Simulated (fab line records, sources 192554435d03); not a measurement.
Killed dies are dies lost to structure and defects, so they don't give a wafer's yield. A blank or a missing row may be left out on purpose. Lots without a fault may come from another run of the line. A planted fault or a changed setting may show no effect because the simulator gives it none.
A struck lot beside a sound one | flow n5_finfet | 38 steps out of a route of 1938
Sound: wafers L655.2, L655.4, L655.6. Struck: wafer L669.2. (L669.1, L669.3 of the same lot were not struck and are left out.) The cause comes at the end.
At each step with rows: each side's tool, then ch and its chambers, then its first start. Under that, the readings that differ: sound wafers | struck wafers | difference of the means | sigmas: that difference in standard deviations of wafers without a fault.
alike: readings whose means differ by less than 2 such deviations, and words and numbers that are the same on both sides. not compared: withheld readings, readings that some wafer has no value for, bounds like >300 that may hide the same value, and numbers for which the record gives no deviation and whose values overlap.
The two part at a step that has a row with sigmas, a row that says differs or no value, or rows on one side only. Numbers that don't overlap but have no deviation are shown without sigmas and don't part them. A reading that every wafer of one side lacks parts them only if that side has two wafers or more.

first, 9 steps without rows for these wafers: N5_BEOL_M0_ANNEAL_135 (time 60 s); N5_BEOL_M0_SPUTTER_141 (material Cu, target thk 4 nm, time 7.37 s); N5_BEOL_M0_ECD_118 (material Cu, target thk 300 nm); N5_BEOL_M0_ANNEAL_119 (time 90 s); N5_BEOL_M0_CMP_120 (polishes, stops on SiOC, t overpolish 6.9 s); N5_BEOL_M0_PRE_CLEAN_131 (time 15 s); N5_BEOL_M0_CO_CAP_123 (material Co, precursor CCTBA/H2, target thk 2 nm, time 102.1 s); N5_BEOL_M0_PRE_CLEAN_124 (time 15 s); N5_BEOL_M0_DEP_125 (deposits SiCN from 3MS/NH3, target thk 8 nm, time 14 s).
N5_BEOL_M1_ILD_DEP_00: deposits SiOC from DEMS/O2, target thk 79 nm, time 15.3 s.
  sound on pecvd-04 ch 1,2, day 6 03:48; struck on pecvd-04 ch 0, day 10 01:52
  reading                                      | sound        | struck | difference | sigmas
  model.SiOC_of_BEOL_M1_ILD_DEP_00.thk_nm (nm) | 78.2 80 80.8 | 120    | +40        |
  alike: heater_power_w, showerhead_plenum_p_Torr, throttle_valve_pct
N5_BEOL_M1_THK_MEAS_01:
  sound on film_metro-02, day 6 03:52; struck on film_metro-02, day 10 01:57
  reading         | sound          | struck | difference | sigmas
  M1_ILD_THK (nm) | 78.2 80.0 80.7 | 120.0  | +40.4      | +34
then, 24 steps without rows for these wafers: N5_BEOL_M1_PECVD_72 (deposits SiO2 from TEOS/O2, target thk 16 nm, time 18 s); N5_BEOL_M1_HM_DEP_02 (deposits TiN, target thk 20 nm); N5_BEOL_M1_COAT_61 (time 60 s, resist thk 60 nm); N5_BEOL_M1_COAT_62 (time 60 s, resist thk 12 nm); N5_BEOL_M1_COAT_73 (time 60 s, resist thk 5 nm); N5_BEOL_M1_COAT_05 (resist thk 30 nm); N5_BEOL_M1_EBR_07; N5_BEOL_M1_SOFTBAKE_06 (time 60 s); N5_BEOL_M1_EXPOSE_08 (exposes mask M1); N5_BEOL_M1_PEB_09 (peb time 60 s); N5_BEOL_M1_DEVELOP_10 (develop time 30 s); N5_BEOL_M1_DESCUM_16 (chemistry O2, time 7 s); N5_BEOL_M1_ETCH_74 (etches underlayer in N2/H2, target depth 6.5 nm, time 5.2 s); N5_BEOL_M1_ETCH_63 (etches SiARC in CF4, target depth 15.6 nm, time 26 s); N5_BEOL_M1_ETCH_64 (etches SOC in N2/H2, target depth 75 nm, overetch 15 nm, time 112.5 s); N5_BEOL_M1_STRIP_65 (strips in N2/H2); N5_BEOL_M1_STRIP_75 (strips in N2/H2); N5_BEOL_M1_STRIP_66 (strips in CF4); N5_BEOL_M1_HM_OPEN_17 (chemistry Cl2/BCl3, target TiN, target depth 20 nm, overetch 6 nm); N5_BEOL_M1_STRIP_19 (strips in O2); N5_BEOL_M1_COAT_67 (time 60 s, resist thk 60 nm); N5_BEOL_M1_COAT_68 (time 60 s, resist thk 12 nm); N5_BEOL_M1_COAT_76 (time 60 s, resist thk 5 nm); N5_BEOL_M1_COAT_22 (resist thk 30 nm).
N5_BEOL_M1_CMP_52: polishes, stops on SiOC, t overpolish 6.8 s, target thk 40 nm.
  sound on cmp-02 ch 0,1, day 6 15:13; struck on cmp-03 ch 0, day 10 09:24
  reading                                      | sound        | struck | difference | sigmas
  model.SiOC_of_BEOL_M1_ILD_DEP_00.thk_nm (nm) | 77.2 79 79.8 | 119    | +40        |
  model.Cu_of_BEOL_M1_ECD_50.thk_nm (nm)       | 37 41.8 42.2 | 82.6   | +42.3      |
  alike: edge_zone_pressure_frac, motor_current_A
N5_BEOL_M4_RC_MEAS_101:
  the record has rows for the sound wafers here (prober-02 ch 0, day 8 04:31) and none for the struck ones
-- the record jumps here: 6 days lie between the struck wafers' starts before and after (it left off in module BEOL_M4 and takes up again in module PASSIVATION, whose first step shown is number 1936 of the route) --
N5_PASSIVATION_PROBE_49:
  the record has rows for the struck wafers here (prober-02, day 16 20:57) and none for the sound ones

WHERE THEY PART
First at N5_BEOL_M1_THK_MEAS_01; last, within this record, at N5_PASSIVATION_PROBE_49.

WHY: what the simulator had put in
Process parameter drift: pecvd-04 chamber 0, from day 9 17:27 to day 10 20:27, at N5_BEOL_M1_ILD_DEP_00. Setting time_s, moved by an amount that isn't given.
